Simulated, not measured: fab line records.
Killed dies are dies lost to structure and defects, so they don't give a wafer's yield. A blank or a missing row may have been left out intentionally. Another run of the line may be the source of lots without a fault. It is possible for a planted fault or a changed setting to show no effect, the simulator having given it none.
The same fault as seen by 2 desks    flow nand-harc    only its own numbers are on each desk; what lay behind them is given at the end

== THE METROLOGY DESK ==
What the gauges read for every lot (on any tool): the sampled wafers with a number, averaged. If a lot's mean is further than 4 standard deviations from the usual mean, the lot is out of limits and carries the mark OUT (the distance appears in the brackets).
Columns: A = thk-nm at NHARC_A_ONON_D2_THK_MEAS_14, usual 1000 nm; B = thk-nm at NHARC_A_ONON_D2_THK_MEAS_18, usual 1004 nm; C = thk-nm at NHARC_A_ONON_D2_THK_MEAS_21, usual 1002 nm; D = thk-nm at NHARC_A_ONON_D2_THK_MEAS_24, usual 1003 nm; E = thk-nm at NHARC_A_ONON_D2_THK_MEAS_27, usual 1001 nm; F = thk-nm at NHARC_A_ONON_D2_THK_MEAS_30, usual 997 nm; G = thk-nm at NHARC_A_ONON_D2_THK_MEAS_34, usual 200.4 nm
lot   first seen here  A     B     C     D     E     F     G
L839  day 13 08:32     1004  1020  1006  995   1012  985   199.2
L843  day 15 17:06     1007  994   994   1022  989   1003  197.2
L845  day 15 17:08     999   1016  991   997   997   986   204.5
L856  day 20 07:26     1010  1016  1003  1010  987   1014  221.8 (+7.6) OUT
L858  day 21 06:16     980   1013  1025  1006  1007  999   220.2 (+7.1) OUT
L860  day 21 19:51     1006  981   1004  995   996   1005  200.5
This desk's verdict: out of limits on L856, L858, starting with L856 at day 20 17:53 (thk-nm at NHARC_A_ONON_D2_THK_MEAS_34). L839, L843, L845, L860: within limits.

== FOR THE TOOL OWNER'S DESK: pecvd-04 ==
The tool's own readings at NHARC_A_ONON_D2_DEP_33 (deposits SiO2, target thk 200 nm): means of the sampled wafers that have a number, for each lot that ran on this tool. If a lot's mean is further than 4 standard deviations from the usual mean, the lot is out of limits and carries the mark OUT (the distance appears in the brackets).
Columns: A = chamber-pressure-Torr at NHARC_A_ONON_D2_DEP_33, usual 6.501 Torr; B = heater-power-w at NHARC_A_ONON_D2_DEP_33, usual 537 W; C = mfc-precursor-sccm at NHARC_A_ONON_D2_DEP_33, usual 161.4 sccm; D = susceptor-temp-C at NHARC_A_ONON_D2_DEP_33, usual 399.99 C; E = throttle-valve-pct at NHARC_A_ONON_D2_DEP_33, usual 15.8 %
lot   first seen here  A      B    C                D       E
L843  day 16 02:55     6.500  463  161.3            399.97  15.8
L856  day 20 17:28     6.502  505  176.6 (+31) OUT  399.94  16.1
L858  day 21 14:07     6.503  553  176.5 (+31) OUT  399.88  15.9
This desk's verdict: out of limits on L856, L858, starting with L856 at day 20 17:28 (mfc-precursor-sccm at NHARC_A_ONON_D2_DEP_33). L843: within limits.

== TAKEN TOGETHER ==
At day 20 17:28, on L856, L858, the tool owner's desk was in a position to raise an alarm.
L856, L858 would have let the metrology desk raise an alarm at day 20 17:53.
Of the lots named, all ran NHARC_A_ONON_D2_DEP_33 on pecvd-04.

== WHAT THE SIMULATOR PUT IN ==
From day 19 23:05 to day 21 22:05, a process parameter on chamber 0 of pecvd-04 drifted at NHARC_A_ONON_D2_DEP_33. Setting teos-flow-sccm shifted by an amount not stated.
Shown lots that were struck: L856, L858.
Delay (hours) between the fault's onset and each desk's first out-of-limits reading: 18 at the tool owner's desk, 19 at the metrology desk.
